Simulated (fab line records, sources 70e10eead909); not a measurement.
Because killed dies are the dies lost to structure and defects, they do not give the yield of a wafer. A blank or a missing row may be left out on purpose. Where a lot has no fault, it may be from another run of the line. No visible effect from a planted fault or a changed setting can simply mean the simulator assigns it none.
Check of tool commonality || flow nand-harc || 36 wafers sampled across 12 lots

WHY THIS WAS OPENED
On 2 of the 12 lots, a flag is raised at NHARC_P_M1_INSPECT_11 on the reading raw-defect-count. No-fault wafers: 4.3, standard deviation 2.9.
Rule: a lot is flagged when every wafer of it that has a number lies more than 4 standard deviations from that mean, or none has a number. As for the other lots, they are considered sound.

{"lot": "L455", "measured": "day 6 12:25", "on": "defect-inspect-02", "raw-defect-count, wafer by wafer": "3 6 5", "flag": ""}
{"lot": "L456", "measured": "day 6 18:56", "on": "defect-inspect-02", "raw-defect-count, wafer by wafer": "3 9 7", "flag": ""}
{"lot": "L457", "measured": "day 7 09:38", "on": "defect-inspect-02", "raw-defect-count, wafer by wafer": "4 6 2", "flag": ""}
{"lot": "L463", "measured": "day 8 10:01", "on": "defect-inspect-01", "raw-defect-count, wafer by wafer": "7 3 6", "flag": ""}
{"lot": "L462", "measured": "day 8 10:20", "on": "defect-inspect-02", "raw-defect-count, wafer by wafer": "7 4 4", "flag": ""}
{"lot": "L464", "measured": "day 10 08:53", "on": "defect-inspect-01", "raw-defect-count, wafer by wafer": "493 526 489", "flag": "FLAGGED"}
{"lot": "L471", "measured": "day 10 14:02", "on": "defect-inspect-02", "raw-defect-count, wafer by wafer": "1 2 2", "flag": ""}
{"lot": "L469", "measured": "day 10 20:42", "on": "defect-inspect-01", "raw-defect-count, wafer by wafer": "465 486 452", "flag": "FLAGGED"}
{"lot": "L472", "measured": "day 10 21:26", "on": "defect-inspect-02", "raw-defect-count, wafer by wafer": "1 4 4", "flag": ""}
{"lot": "L474", "measured": "day 11 01:46", "on": "defect-inspect-02", "raw-defect-count, wafer by wafer": "2 4 1", "flag": ""}
{"lot": "L476", "measured": "day 11 05:02", "on": "defect-inspect-02", "raw-defect-count, wafer by wafer": "3 3 1", "flag": ""}
{"lot": "L477", "measured": "day 11 19:07", "on": "defect-inspect-01", "raw-defect-count, wafer by wafer": "5 3 6", "flag": ""}
Averaged over the flagged lots the numbers come to 485.2, +480.9 from the usual (+99 or more standard deviations).

TOOL THAT RAN EACH LOT
Before the reading, the record contains 3 process steps out of a 1159-step route. Cell contents, in order: the tool; ch with the chambers the sampled wafers went through; the start.
{"lot": "L455", "flag": "", "NHARC_P_M0_DEGAS_28": "pvd-sputter-02, day 6 09:20", "NHARC_P_M0_CMP_23": "cmp-04 ch 2,3, day 6 10:25", "NHARC_P_M0_DEP_32": "pecvd-02 ch 0,1,2, day 6 11:02"}
{"lot": "L456", "flag": "", "NHARC_P_M0_DEGAS_28": "pvd-sputter-03, day 6 15:50", "NHARC_P_M0_CMP_23": "cmp-04 ch 1,2,3, day 6 16:56", "NHARC_P_M0_DEP_32": "pecvd-02 ch 1,2, day 6 17:33"}
{"lot": "L457", "flag": "", "NHARC_P_M0_DEGAS_28": "pvd-sputter-02, day 7 06:41", "NHARC_P_M0_CMP_23": "cmp-04 ch 0,1,3, day 7 07:50", "NHARC_P_M0_DEP_32": "pecvd-04 ch 0,1,2, day 7 08:23"}
{"lot": "L463", "flag": "", "NHARC_P_M0_DEGAS_28": "pvd-sputter-02, day 8 06:56", "NHARC_P_M0_CMP_23": "cmp-01 ch 0,2,3, day 8 08:01", "NHARC_P_M0_DEP_32": "pecvd-03 ch 0,1,2, day 8 08:40"}
{"lot": "L462", "flag": "", "NHARC_P_M0_DEGAS_28": "pvd-sputter-01, day 8 07:14", "NHARC_P_M0_CMP_23": "cmp-04 ch 0,2, day 8 08:23", "NHARC_P_M0_DEP_32": "pecvd-04 ch 0,2, day 8 08:58"}
{"lot": "L464", "flag": "FLAGGED", "NHARC_P_M0_DEGAS_28": "pvd-sputter-03, day 10 05:41", "NHARC_P_M0_CMP_23": "cmp-04 ch 1,2,3, day 10 06:49", "NHARC_P_M0_DEP_32": "pecvd-02 ch 0,1,2, day 10 07:28"}
{"lot": "L471", "flag": "", "NHARC_P_M0_DEGAS_28": "pvd-sputter-02, day 10 10:46", "NHARC_P_M0_CMP_23": "cmp-01 ch 0,2,3, day 10 11:52", "NHARC_P_M0_DEP_32": "pecvd-04 ch 0,1, day 10 12:32"}
{"lot": "L469", "flag": "FLAGGED", "NHARC_P_M0_DEGAS_28": "pvd-sputter-03, day 10 17:37", "NHARC_P_M0_CMP_23": "cmp-01 ch 1,2,3, day 10 18:43", "NHARC_P_M0_DEP_32": "pecvd-02 ch 1,2, day 10 19:20"}
{"lot": "L472", "flag": "", "NHARC_P_M0_DEGAS_28": "pvd-sputter-02, day 10 18:17", "NHARC_P_M0_CMP_23": "cmp-02 ch 0,1,3, day 10 19:25", "NHARC_P_M0_DEP_32": "pecvd-04 ch 0,2, day 10 20:08"}
{"lot": "L474", "flag": "", "NHARC_P_M0_DEGAS_28": "pvd-sputter-02, day 10 22:39", "NHARC_P_M0_CMP_23": "cmp-02 ch 0,2,3, day 10 23:46", "NHARC_P_M0_DEP_32": "pecvd-03 ch 0,1,2, day 11 00:21"}
{"lot": "L476", "flag": "", "NHARC_P_M0_DEGAS_28": "pvd-sputter-03, day 11 01:51", "NHARC_P_M0_CMP_23": "cmp-01 ch 0,1,2, day 11 02:56", "NHARC_P_M0_DEP_32": "pecvd-03 ch 0,1,2, day 11 03:34"}
{"lot": "L477", "flag": "", "NHARC_P_M0_DEGAS_28": "pvd-sputter-02, day 11 15:59", "NHARC_P_M0_CMP_23": "cmp-04 ch 0,1,3, day 11 17:10", "NHARC_P_M0_DEP_32": "pecvd-03 ch 0,1, day 11 17:43"}
What these steps do:
- NHARC_P_M0_DEGAS_28: time 60 s.
- NHARC_P_M0_CMP_23: polishes, t overpolish 20 s, target thk 117.53 nm.
- NHARC_P_M0_DEP_32: deposits SiCN, target thk 30 nm.
- NHARC_P_M1_INSPECT_11

FLAGGED AGAINST TOTAL, ONE TOOL AT A TIME (gauges that did the reading follow at the end)
{"step": "NHARC_P_M0_DEGAS_28", "tool": "pvd-sputter-01", "lots run": 1, "flagged": 0, "share of the flagged lots": "none", "sound lots run after its first flagged lot": "-"}
{"step": "NHARC_P_M0_DEGAS_28", "tool": "pvd-sputter-02", "lots run": 7, "flagged": 0, "share of the flagged lots": "none", "sound lots run after its first flagged lot": "-"}
{"step": "NHARC_P_M0_DEGAS_28", "tool": "pvd-sputter-03", "lots run": 4, "flagged": 2, "share of the flagged lots": "all", "sound lots run after its first flagged lot": "1 (L476)"}
{"step": "NHARC_P_M0_CMP_23", "tool": "cmp-01", "lots run": 4, "flagged": 1, "share of the flagged lots": "some", "sound lots run after its first flagged lot": "1 (L476)"}
{"step": "NHARC_P_M0_CMP_23", "tool": "cmp-02", "lots run": 2, "flagged": 0, "share of the flagged lots": "none", "sound lots run after its first flagged lot": "-"}
{"step": "NHARC_P_M0_CMP_23", "tool": "cmp-04", "lots run": 6, "flagged": 1, "share of the flagged lots": "some", "sound lots run after its first flagged lot": "1 (L477)"}
{"step": "NHARC_P_M0_DEP_32", "tool": "pecvd-02", "lots run": 4, "flagged": 2, "share of the flagged lots": "all", "sound lots run after its first flagged lot": 0}
{"step": "NHARC_P_M0_DEP_32", "tool": "pecvd-03", "lots run": 4, "flagged": 0, "share of the flagged lots": "none", "sound lots run after its first flagged lot": "-"}
{"step": "NHARC_P_M0_DEP_32", "tool": "pecvd-04", "lots run": 4, "flagged": 0, "share of the flagged lots": "none", "sound lots run after its first flagged lot": "-"}
{"step": "NHARC_P_M1_INSPECT_11", "tool": "defect-inspect-01", "lots run": 4, "flagged": 2, "share of the flagged lots": "all", "sound lots run after its first flagged lot": "1 (L477)"}
{"step": "NHARC_P_M1_INSPECT_11", "tool": "defect-inspect-02", "lots run": 8, "flagged": 0, "share of the flagged lots": "none", "sound lots run after its first flagged lot": "-"}

WHAT IS ALLOWED BY THE TABLE
3 rows of the table ran every flagged lot: pvd-sputter-03 at NHARC_P_M0_DEGAS_28, pecvd-02 at NHARC_P_M0_DEP_32, defect-inspect-01 at NHARC_P_M1_INSPECT_11.
- pvd-sputter-03 at NHARC_P_M0_DEGAS_28 ran 4 lots, 2 of them flagged. Lots that were sound ran on it after the first flagged one (L476); a persistent fault on the entire tool would not allow that.
- pecvd-02 at NHARC_P_M0_DEP_32 ran 4 lots, 2 of them flagged. Last sound lot L456 at day 6 17:33, first flagged lot L464 at day 10 07:28; a fault beginning in between fits.
- defect-inspect-01 at NHARC_P_M1_INSPECT_11 ran 4 lots, 2 of them flagged. Lots that were sound ran on it after the first flagged one (L477); a persistent fault on the entire tool would not allow that.
Just one tool remains: pecvd-02 at NHARC_P_M0_DEP_32.

WHAT THE SIMULATOR PUT IN
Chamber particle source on pecvd-02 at NHARC_P_M0_DEP_32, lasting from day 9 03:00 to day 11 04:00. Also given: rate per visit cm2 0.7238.
Lots struck among those shown: L464, L469. This agrees with what the rule above found.
